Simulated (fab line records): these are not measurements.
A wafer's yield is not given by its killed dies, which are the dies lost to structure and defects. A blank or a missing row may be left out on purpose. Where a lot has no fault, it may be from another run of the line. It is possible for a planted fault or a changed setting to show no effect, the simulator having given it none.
Which tool was responsible? / flow nand_harc / Sampling: 12 lots, 36 wafers, 6 of 1302 route steps

WHAT THE GAUGES READ, wafer by wafer
NHARC_A_ONON_D2_THK_MEAS_14: measures by ellipsometry.
lot=L562; measured=day 12 09:08; on=film_metro-01; thk_nm (nm)=1022 1021 1023
lot=L563; measured=day 12 18:50; on=film_metro-01; thk_nm (nm)=995 993 994
lot=L566; measured=day 13 23:33; on=film_metro-01; thk_nm (nm)=1005 1004 1005
lot=L568; measured=day 14 16:29; on=film_metro-02; thk_nm (nm)=999 999 998
lot=L567; measured=day 14 16:27; on=film_metro-01; thk_nm (nm)=1000 1002 999
lot=L569; measured=day 15 12:05; on=film_metro-02; thk_nm (nm)=984 985 982
lot=L571; measured=day 16 01:59; on=film_metro-02; thk_nm (nm)=1011 1011 1009
lot=L572; measured=day 16 21:14; on=film_metro-01; thk_nm (nm)=997 998 1000
lot=L575; measured=day 17 16:14; on=film_metro-01; thk_nm (nm)=996 997 998
lot=L578; measured=day 19 12:11; on=film_metro-02; thk_nm (nm)=999 998 997
lot=L584; measured=day 21 22:10; on=film_metro-02; thk_nm (nm)=995 1603 993
lot=L585; measured=day 22 00:53; on=film_metro-02; thk_nm (nm)=1002 1611 1002

NHARC_END_SORT_01.
lot=L566; measured=day 25 14:19; on=prober-02; killed_at_array=62 66 58; killed_at_other=0 2 0; killed_at_periphery=2 3 2; killed_dies=64 71 60; killed_open=3 3 2; killed_short=3 3 2
lot=L571; measured=day 27 22:13; on=prober-01; killed_at_array=42 26 36; killed_at_other=3 1 1; killed_at_periphery=1 5 6; killed_dies=46 32 43; killed_open=1 3 5; killed_short=1 0 2
lot=L584; measured=day 33 17:06; on=prober-02; killed_at_array=62 675 46; killed_at_other=0 0 0; killed_at_periphery=3 2 3; killed_dies=65 677 49; killed_open=3 2 2; killed_short=4 1 4
lot=L585; measured=day 34 00:10; on=prober-01; killed_at_array=16 673 32; killed_at_other=1 0 0; killed_at_periphery=5 4 5; killed_dies=22 677 37; killed_open=4 3 5; killed_short=3 2 7

WHAT TOOL EACH LOT RAN ON (gives the tool, then ch and the chambers of the sampled wafers, and finally the start)
lot=L562; NHARC_A_CHANNEL_FILL_D1_STRIP_29=rie_diel-07 ch 2,3, day 12 08:44 or earlier; NHARC_A_ONON_D2_DEP_12=pecvd_onon-02 ch 0, day 12 08:44; NHARC_A_ONON_D2_DEP_33=pecvd-02 ch 1,2, day 12 19:50; NHARC_A_CHANNEL_HOLE_D2_DEP_01=pecvd-02 ch 0,1,2, day 12 22:16
lot=L563; NHARC_A_CHANNEL_FILL_D1_STRIP_29=rie_diel-10 ch 0,1,3, day 12 18:20 or earlier; NHARC_A_ONON_D2_DEP_12=pecvd_onon-01 ch 0, day 12 18:20; NHARC_A_ONON_D2_DEP_33=pecvd-02 ch 0,1,2, day 13 04:35; NHARC_A_CHANNEL_HOLE_D2_DEP_01=pecvd-02 ch 0,1, day 13 07:04
lot=L566; NHARC_A_CHANNEL_FILL_D1_STRIP_29=rie_diel-11 ch 1,2,3, day 12 02:49; NHARC_A_ONON_D2_DEP_12=pecvd_onon-02 ch 0, day 13 23:02; NHARC_A_ONON_D2_DEP_33=pecvd-02 ch 0,1, day 14 09:16; NHARC_A_CHANNEL_HOLE_D2_DEP_01=pecvd-04 ch 1,2, day 14 11:46
lot=L568; NHARC_A_CHANNEL_FILL_D1_STRIP_29=rie_diel-07 ch 0,2,3, day 14 16:05 or earlier; NHARC_A_ONON_D2_DEP_12=pecvd_onon-02 ch 0, day 14 16:05; NHARC_A_ONON_D2_DEP_33=pecvd-02 ch 0,1, day 15 02:16; NHARC_A_CHANNEL_HOLE_D2_DEP_01=pecvd-04 ch 0,1,2, day 15 04:44
lot=L567; NHARC_A_CHANNEL_FILL_D1_STRIP_29=rie_diel-10 ch 2,3, day 14 16:00 or earlier; NHARC_A_ONON_D2_DEP_12=pecvd_onon-04 ch 0, day 14 16:00; NHARC_A_ONON_D2_DEP_33=pecvd-04 ch 0,2, day 15 02:11; NHARC_A_CHANNEL_HOLE_D2_DEP_01=pecvd-02 ch 0,2, day 15 04:46
lot=L569; NHARC_A_CHANNEL_FILL_D1_STRIP_29=rie_diel-10 ch 0,3, day 15 11:44 or earlier; NHARC_A_ONON_D2_DEP_12=pecvd_onon-01 ch 0, day 15 11:44; NHARC_A_ONON_D2_DEP_33=pecvd-02 ch 0,1,2, day 15 23:25; NHARC_A_CHANNEL_HOLE_D2_DEP_01=pecvd-02 ch 0,1,2, day 16 01:50
lot=L571; NHARC_A_CHANNEL_FILL_D1_STRIP_29=rie_diel-07 ch 1,2, day 16 01:31 or earlier; NHARC_A_ONON_D2_DEP_12=pecvd_onon-02 ch 0, day 16 01:31; NHARC_A_ONON_D2_DEP_33=pecvd-04 ch 0,2, day 16 09:02; NHARC_A_CHANNEL_HOLE_D2_DEP_01=pecvd-04 ch 0,2, day 16 13:04
lot=L572; NHARC_A_CHANNEL_FILL_D1_STRIP_29=rie_diel-07 ch 0,2,3, day 16 20:43 or earlier; NHARC_A_ONON_D2_DEP_12=pecvd_onon-02 ch 0, day 16 20:43; NHARC_A_ONON_D2_DEP_33=pecvd-03 ch 0,2, day 17 06:55; NHARC_A_CHANNEL_HOLE_D2_DEP_01=pecvd-01 ch 0,1,2, day 17 09:22
lot=L575; NHARC_A_CHANNEL_FILL_D1_STRIP_29=rie_diel-11 ch 0,1, day 17 15:47 or earlier; NHARC_A_ONON_D2_DEP_12=pecvd_onon-02 ch 0, day 17 15:47; NHARC_A_ONON_D2_DEP_33=pecvd-03 ch 0,1,2, day 18 06:00; NHARC_A_CHANNEL_HOLE_D2_DEP_01=pecvd-01 ch 0,2, day 18 10:04
lot=L578; NHARC_A_CHANNEL_FILL_D1_STRIP_29=rie_diel-11 ch 1,2,3, day 19 11:40 or earlier; NHARC_A_ONON_D2_DEP_12=pecvd_onon-02 ch 0, day 19 11:40; NHARC_A_ONON_D2_DEP_33=pecvd-03 ch 0,1, day 20 00:05; NHARC_A_CHANNEL_HOLE_D2_DEP_01=pecvd-02 ch 0,1,2, day 20 02:38
lot=L584; NHARC_A_CHANNEL_FILL_D1_STRIP_29=rie_diel-07 ch 0,1,2, day 21 21:49 or earlier; NHARC_A_ONON_D2_DEP_12=pecvd_onon-02 ch 0, day 21 21:49; NHARC_A_ONON_D2_DEP_33=pecvd-03 ch 0,1,2, day 22 08:01; NHARC_A_CHANNEL_HOLE_D2_DEP_01=pecvd-01 ch 0,1, day 22 10:28
lot=L585; NHARC_A_CHANNEL_FILL_D1_STRIP_29=rie_diel-11 ch 0,3, day 22 00:30 or earlier; NHARC_A_ONON_D2_DEP_12=pecvd_onon-02 ch 0, day 22 00:30; NHARC_A_ONON_D2_DEP_33=pecvd-02 ch 1,2, day 22 08:14; NHARC_A_CHANNEL_HOLE_D2_DEP_01=pecvd-04 ch 1, day 22 10:42
- NHARC_A_CHANNEL_FILL_D1_STRIP_29: strips in O2, time 20 s.
- NHARC_A_ONON_D2_DEP_12: target thk 1000 nm.
- NHARC_A_ONON_D2_DEP_33: deposits SiO2, target thk 200 nm.
- NHARC_A_CHANNEL_HOLE_D2_DEP_01: deposits SiON, target thk 140 nm.

WHAT THE TOOLS THEMSELVES READ (means of the sampled wafers that have a number; where no wafer has one, the mark that the record gives instead)
NHARC_A_CHANNEL_FILL_D1_STRIP_29.
lot=L562; tool=rie_diel-07; drypump_motor_current_A (A)=5.5; oes_product_au (a.u.)=0.994; rf_vpp_V (V)=57.4; showerhead_plenum_p_Torr (Torr)=3.45; throttle_valve_pct (%)=17.027
lot=L563; tool=rie_diel-10; drypump_motor_current_A (A)=5.9; oes_product_au (a.u.)=0.997; rf_vpp_V (V)=58.1; showerhead_plenum_p_Torr (Torr)=3.48; throttle_valve_pct (%)=17.035
lot=L566; tool=rie_diel-11; drypump_motor_current_A (A)=5.4; oes_product_au (a.u.)=0.997; rf_vpp_V (V)=58.2; showerhead_plenum_p_Torr (Torr)=3.39; throttle_valve_pct (%)=17.042
lot=L568; tool=rie_diel-07; drypump_motor_current_A (A)=5.3; oes_product_au (a.u.)=0.993; rf_vpp_V (V)=58.0; showerhead_plenum_p_Torr (Torr)=3.39; throttle_valve_pct (%)=17.027
lot=L567; tool=rie_diel-10; drypump_motor_current_A (A)=5.5; oes_product_au (a.u.)=1.006; rf_vpp_V (V)=58.4; showerhead_plenum_p_Torr (Torr)=3.59; throttle_valve_pct (%)=17.041
lot=L569; tool=rie_diel-10; drypump_motor_current_A (A)=5.8; oes_product_au (a.u.)=0.997; rf_vpp_V (V)=58.3; showerhead_plenum_p_Torr (Torr)=3.57; throttle_valve_pct (%)=17.044
lot=L571; tool=rie_diel-07; drypump_motor_current_A (A)=5.9; oes_product_au (a.u.)=1.004; rf_vpp_V (V)=57.6; showerhead_plenum_p_Torr (Torr)=3.45; throttle_valve_pct (%)=17.035
lot=L572; tool=rie_diel-07; drypump_motor_current_A (A)=5.3; oes_product_au (a.u.)=0.996; rf_vpp_V (V)=58.1; showerhead_plenum_p_Torr (Torr)=3.39; throttle_valve_pct (%)=17.037
lot=L575; tool=rie_diel-11; drypump_motor_current_A (A)=5.6; oes_product_au (a.u.)=0.994; rf_vpp_V (V)=57.7; showerhead_plenum_p_Torr (Torr)=3.50; throttle_valve_pct (%)=17.031
lot=L578; tool=rie_diel-11; drypump_motor_current_A (A)=5.4; oes_product_au (a.u.)=1.008; rf_vpp_V (V)=57.5; showerhead_plenum_p_Torr (Torr)=3.39; throttle_valve_pct (%)=17.033
lot=L584; tool=rie_diel-07; drypump_motor_current_A (A)=5.8; oes_product_au (a.u.)=1.006; rf_vpp_V (V)=58.3; showerhead_plenum_p_Torr (Torr)=3.40; throttle_valve_pct (%)=17.043
lot=L585; tool=rie_diel-11; drypump_motor_current_A (A)=6.1; oes_product_au (a.u.)=1.000; rf_vpp_V (V)=57.9; showerhead_plenum_p_Torr (Torr)=3.60; throttle_valve_pct (%)=17.029

NHARC_A_ONON_D2_DEP_12.
lot=L562; tool=pecvd_onon-02; n2_flow_sccm (sccm)=2752; nh3_flow_sccm (sccm)=499.5
lot=L563; tool=pecvd_onon-01; n2_flow_sccm (sccm)=2744; nh3_flow_sccm (sccm)=502.2
lot=L566; tool=pecvd_onon-02; n2_flow_sccm (sccm)=2745; nh3_flow_sccm (sccm)=498.2
lot=L568; tool=pecvd_onon-02; n2_flow_sccm (sccm)=2753; nh3_flow_sccm (sccm)=500.0
lot=L567; tool=pecvd_onon-04; n2_flow_sccm (sccm)=2746; nh3_flow_sccm (sccm)=499.1
lot=L569; tool=pecvd_onon-01; n2_flow_sccm (sccm)=2750; nh3_flow_sccm (sccm)=498.6
lot=L571; tool=pecvd_onon-02; n2_flow_sccm (sccm)=2758; nh3_flow_sccm (sccm)=500.9
lot=L572; tool=pecvd_onon-02; n2_flow_sccm (sccm)=2755; nh3_flow_sccm (sccm)=503.0
lot=L575; tool=pecvd_onon-02; n2_flow_sccm (sccm)=2755; nh3_flow_sccm (sccm)=500.9
lot=L578; tool=pecvd_onon-02; n2_flow_sccm (sccm)=2749; nh3_flow_sccm (sccm)=499.6
lot=L584; tool=pecvd_onon-02; n2_flow_sccm (sccm)=2756; nh3_flow_sccm (sccm)=499.8
lot=L585; tool=pecvd_onon-02; n2_flow_sccm (sccm)=2756; nh3_flow_sccm (sccm)=499.2

NHARC_A_ONON_D2_DEP_33.
lot=L562; tool=pecvd-02; heater_power_w (W)=475; rf_fwd_power_W (W)=895.7; throttle_valve_pct (%)=15.9
lot=L563; tool=pecvd-02; heater_power_w (W)=463; rf_fwd_power_W (W)=897.6; throttle_valve_pct (%)=16.1
lot=L566; tool=pecvd-02; heater_power_w (W)=501; rf_fwd_power_W (W)=895.2; throttle_valve_pct (%)=16.1
lot=L568; tool=pecvd-02; heater_power_w (W)=478; rf_fwd_power_W (W)=900.0; throttle_valve_pct (%)=15.8
lot=L567; tool=pecvd-04; heater_power_w (W)=457; rf_fwd_power_W (W)=896.9; throttle_valve_pct (%)=15.5
lot=L569; tool=pecvd-02; heater_power_w (W)=493; rf_fwd_power_W (W)=896.0; throttle_valve_pct (%)=16.3
lot=L571; tool=pecvd-04; heater_power_w (W)=464; rf_fwd_power_W (W)=896.9; throttle_valve_pct (%)=15.4
lot=L572; tool=pecvd-03; heater_power_w (W)=467; rf_fwd_power_W (W)=896.7; throttle_valve_pct (%)=15.5
lot=L575; tool=pecvd-03; heater_power_w (W)=489; rf_fwd_power_W (W)=895.2; throttle_valve_pct (%)=15.3
lot=L578; tool=pecvd-03; heater_power_w (W)=508; rf_fwd_power_W (W)=899.6; throttle_valve_pct (%)=15.4
lot=L584; tool=pecvd-03; heater_power_w (W)=531; rf_fwd_power_W (W)=897.6; throttle_valve_pct (%)=15.5
lot=L585; tool=pecvd-02; heater_power_w (W)=476; rf_fwd_power_W (W)=895.8; throttle_valve_pct (%)=16.4

NHARC_A_CHANNEL_HOLE_D2_DEP_01.
lot=L562; tool=pecvd-02; heater_power_w (W)=648; rf_fwd_power_W (W)=348.0
lot=L563; tool=pecvd-02; heater_power_w (W)=638; rf_fwd_power_W (W)=349.1
lot=L566; tool=pecvd-04; heater_power_w (W)=737; rf_fwd_power_W (W)=347.5
lot=L568; tool=pecvd-04; heater_power_w (W)=735; rf_fwd_power_W (W)=348.7
lot=L567; tool=pecvd-02; heater_power_w (W)=709; rf_fwd_power_W (W)=346.9
lot=L569; tool=pecvd-02; heater_power_w (W)=649; rf_fwd_power_W (W)=348.2
lot=L571; tool=pecvd-04; heater_power_w (W)=679; rf_fwd_power_W (W)=348.6
lot=L572; tool=pecvd-01; heater_power_w (W)=767; rf_fwd_power_W (W)=347.5
lot=L575; tool=pecvd-01; heater_power_w (W)=784; rf_fwd_power_W (W)=346.6
lot=L578; tool=pecvd-02; heater_power_w (W)=691; rf_fwd_power_W (W)=347.9
lot=L584; tool=pecvd-01; heater_power_w (W)=790; rf_fwd_power_W (W)=349.0
lot=L585; tool=pecvd-04; heater_power_w (W)=804; rf_fwd_power_W (W)=348.3

THE ANSWER, worked out from the rows above alone
Rule: the lots themselves supply what counts as usual. The widest of any qualifying gaps counts: lots, ordered by their means at a reading, are off when they make up no more than a third of the lots, leave a main group of 4 or more, and stand apart from it by 3 or more times the standard deviation of that group's means. Not used: any main group whose means are identical at the precision the tables above print for the reading. Also off: a lot with no number at a reading for which 4 or more lots have one. Any other lot the step has rows for is counted as sound. The gauges are gone through in route order, then the tools' own readings, and for those a lot's mean is taken as printed above. The first step at which some lot is off is used, and at that step the reading that is off furthest; a lot without a number counts as furthest.
Off, at NHARC_A_ONON_D2_THK_MEAS_14 on thk_nm: L584, L585. Mean 1001 nm and standard deviation 9.6 in the main group.
If a tool, at a process step before that reading, ran all the lots that are off and no sound lot after the first of them, it fits. Gauges at NHARC_A_ONON_D2_THK_MEAS_14: tried the same way as those tools. With no start given for some of its lots, NHARC_A_CHANNEL_FILL_D1_STRIP_29 uses the hours and lot order of NHARC_A_ONON_D2_DEP_12. Can't be told from this: 2 tools fit, pecvd_onon-02 at NHARC_A_ONON_D2_DEP_12, film_metro-02 at NHARC_A_ONON_D2_THK_MEAS_14.

WHAT HAD BEEN PUT IN BY THE SIMULATOR
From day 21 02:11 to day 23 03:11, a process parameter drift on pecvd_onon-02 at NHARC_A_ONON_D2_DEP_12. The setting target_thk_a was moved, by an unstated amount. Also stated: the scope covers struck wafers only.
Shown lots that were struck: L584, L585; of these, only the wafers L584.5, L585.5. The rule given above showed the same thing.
